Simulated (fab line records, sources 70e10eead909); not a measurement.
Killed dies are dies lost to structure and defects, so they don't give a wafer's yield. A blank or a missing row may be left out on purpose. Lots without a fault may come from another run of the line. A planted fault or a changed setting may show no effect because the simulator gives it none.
Which tool did it? | flow nand_harc | 13 lots, 39 wafers sampled, at 5 steps of a route of 1159

WHAT THE GAUGES READ, wafer by wafer
NHARC_P_BONDPAD_CD_MEAS_13.
lot  | measured     | on        | cd_nm (nm)
L910 | day 6 04:42  | cd_sem-01 | 497.1 499.4 496.1
L912 | day 7 03:28  | cd_sem-02 | 495.6 498.4 499.0
L915 | day 7 18:11  | cd_sem-03 | 496.9 498.7 494.5
L914 | day 7 18:58  | cd_sem-02 | 498.8 500.5 499.7
L916 | day 8 00:40  | cd_sem-02 | 495.1 494.3 498.2
L917 | day 8 08:39  | cd_sem-02 | 502.0 503.0 499.0
L924 | day 9 23:19  | cd_sem-01 | 501.0 500.6 502.7
L925 | day 10 06:04 | cd_sem-03 | 498.9 496.2 499.4
L929 | day 11 03:23 | cd_sem-02 | 498.3 499.1 500.6
L930 | day 11 12:53 | cd_sem-03 | 498.5 503.0 500.9
L932 | day 11 13:40 | cd_sem-02 | 499.5 499.6 500.8
L931 | day 11 14:25 | cd_sem-03 | 500.9 500.1 500.1
L933 | day 12 01:38 | cd_sem-03 | 503.0 499.7 499.2

NHARC_A_SOURCE_PLATE_THK_MEAS_06: measures by ellipsometry.
lot  | measured     | on            | thk_nm (nm)
L910 | day 7 05:27  | film_metro-02 | 202.1 204.3 204.4
L912 | day 8 06:20  | film_metro-01 | 200.3 198.6 201.6
L915 | day 8 22:35  | film_metro-02 | 196.8 198.4 196.4
L914 | day 8 22:35  | film_metro-01 | 198.9 198.8 201.2
L916 | day 9 03:58  | film_metro-01 | 194.1 198.3 199.6
L917 | day 9 11:26  | film_metro-01 | 201.4 200.0 203.1
L924 | day 11 00:58 | film_metro-02 | 199.9 199.4 201.0
L925 | day 11 10:35 | film_metro-02 | 199.8 202.0 200.3
L929 | day 12 03:07 | film_metro-01 | 196.5 199.6 198.0
L930 | day 12 16:06 | film_metro-02 | 199.3 200.3 200.6
L932 | day 12 16:05 | film_metro-01 | 198.3 197.9 198.5
L931 | day 12 16:05 | film_metro-02 | 204.9 199.4 202.3
L933 | day 13 06:21 | film_metro-01 | 198.1 197.4 200.1

NHARC_END_SORT_01.
lot  | measured     | on        | killed_at_array | killed_at_other | killed_at_periphery | killed_dies | killed_open | killed_short
L924 | day 23 01:42 | prober-01 | 670 670 671     | 3 3 4           | 4 4 2               | 677 677 677 | 5 6 3       | 5 2 1
L925 | day 23 02:31 | prober-02 | 676 672 675     | 0 0 0           | 1 5 2               | 677 677 677 | 3 4 3       | 1 3 1

WHICH TOOL RAN EACH LOT (tool, then ch and the chambers of the sampled wafers, then the start)
lot  | NHARC_A_ZERO_WELL_DESCUM_12        | NHARC_A_ONON_D1_DEP_12
L910 | rie_diel-03 ch 0,3, day 6 08:26    | pecvd_onon-03 ch 0, day 7 08:11
L912 | rie_diel-03 ch 1,2, day 7 07:17    | pecvd_onon-03 ch 0, day 8 08:54
L915 | rie_diel-12 ch 1,2,3, day 7 22:04  | pecvd_onon-01 ch 0, day 9 00:59
L914 | rie_diel-03 ch 0,1,3, day 7 22:49  | pecvd_onon-03 ch 0, day 9 01:10
L916 | rie_diel-02 ch 0,2,3, day 8 04:27  | pecvd_onon-04 ch 0, day 9 06:24
L917 | rie_diel-03 ch 1,2, day 8 12:18    | pecvd_onon-04 ch 0, day 9 13:58
L924 | rie_diel-12 ch 0,2,3, day 10 03:04 | pecvd_onon-03, day 11 03:22
L925 | rie_diel-02 ch 0,1, day 10 09:47   | pecvd_onon-03, day 11 13:05
L929 | rie_diel-03 ch 1,3, day 11 06:58   | pecvd_onon-04 ch 0, day 12 05:30
L930 | rie_diel-03 ch 0,2,3, day 11 16:29 | pecvd_onon-03 ch 0, day 12 18:31
L932 | rie_diel-12 ch 0,2,3, day 11 17:20 | pecvd_onon-01 ch 0, day 12 18:31
L931 | rie_diel-03 ch 1,2, day 11 18:27   | pecvd_onon-04 ch 0, day 12 18:37
L933 | rie_diel-03 ch 0,2, day 12 05:24   | pecvd_onon-03 ch 0, day 13 08:53
- NHARC_A_ZERO_WELL_DESCUM_12: chemistry O2, time 3 s.
- NHARC_A_ONON_D1_DEP_12: target thk 1000 nm.

WHAT THE TOOLS THEMSELVES READ (means of the sampled wafers that have a number; where no wafer has one, the mark that the record gives instead)
NHARC_A_ZERO_WELL_DESCUM_12.
lot  | tool        | drypump_motor_current_A (A) | oes_product_au (a.u.) | rf_vpp_V (V) | showerhead_plenum_p_Torr (Torr) | throttle_valve_pct (%)
L910 | rie_diel-03 | 5.8                         | 1.015                 | 58.3         | 1.91                            | 11.309
L912 | rie_diel-03 | 5.2                         | 1.006                 | 57.0         | 1.84                            | 11.306
L915 | rie_diel-12 | 5.6                         | 0.997                 | 57.4         | 2.00                            | 11.304
L914 | rie_diel-03 | 5.5                         | 1.004                 | 58.2         | 1.88                            | 11.316
L916 | rie_diel-02 | 5.2                         | 1.001                 | 57.1         | 1.88                            | 11.304
L917 | rie_diel-03 | 5.2                         | 1.002                 | 57.1         | 1.84                            | 11.310
L924 | rie_diel-12 | 5.9                         | 1.000                 | 57.7         | 2.02                            | 11.309
L925 | rie_diel-02 | 5.7                         | 1.012                 | 58.5         | 1.89                            | 11.307
L929 | rie_diel-03 | 5.3                         | 0.989                 | 57.4         | 1.84                            | 11.311
L930 | rie_diel-03 | 5.9                         | 1.001                 | 57.7         | 1.94                            | 11.314
L932 | rie_diel-12 | 5.9                         | 1.002                 | 58.5         | 2.02                            | 11.312
L931 | rie_diel-03 | 5.6                         | 1.001                 | 57.7         | 1.89                            | 11.312
L933 | rie_diel-03 | 6.0                         | 1.000                 | 57.3         | 1.98                            | 11.311

NHARC_A_ONON_D1_DEP_12.
lot  | tool          | n2_flow_sccm (sccm) | n2o_flow_sccm (sccm) | susceptor_temp_C (C)
L910 | pecvd_onon-03 | 2761                | 2003                 | 399.74
L912 | pecvd_onon-03 | 2746                | 2002                 | 399.92
L915 | pecvd_onon-01 | 2753                | 2001                 | 399.74
L914 | pecvd_onon-03 | 2756                | 2009                 | 400.10
L916 | pecvd_onon-04 | 2739                | 2007                 | 399.89
L917 | pecvd_onon-04 | 2762                | 2003                 | 400.45
L924 | pecvd_onon-03 | -                   | -                    | -
L925 | pecvd_onon-03 | -                   | -                    | -
L929 | pecvd_onon-04 | 2742                | 2004                 | 399.84
L930 | pecvd_onon-03 | 2751                | 2002                 | 399.90
L932 | pecvd_onon-01 | 2745                | 1999                 | 399.88
L931 | pecvd_onon-04 | 2751                | 1994                 | 399.79
L933 | pecvd_onon-03 | 2755                | 1990                 | 400.03

THE ANSWER, worked out from the rows above alone
Rule: what is usual is taken from the lots themselves. Put in order of their means at a reading, lots are off if they are a third of the lots or fewer, leave a main group of 4 or more, and stand apart from it by a gap of 3 or more times the standard deviation of the main group's means; of several such gaps the widest counts. A main group whose means are all the same, to the digits that the tables above print for the reading, isn't used. A lot without any number at a reading at which 4 lots or more have one is off too. The other lots that the step has rows for count as sound. The gauges are gone through in route order, then the tools' own readings, and for those a lot's mean is taken as printed above. The first step at which some lot is off is used, and at that step the reading that is off furthest; a lot without a number counts as furthest.
Off: L924, L925, at NHARC_A_ONON_D1_DEP_12 (n2_flow_sccm). Without a number there: L924, L925. The main group: mean 2751 sccm, standard deviation 7.1.
A tool fits if, at that step or a process step before it, it ran every lot that is off, and no sound lot after the first of them. None of those tried fits.

WHAT THE SIMULATOR HAD PUT IN
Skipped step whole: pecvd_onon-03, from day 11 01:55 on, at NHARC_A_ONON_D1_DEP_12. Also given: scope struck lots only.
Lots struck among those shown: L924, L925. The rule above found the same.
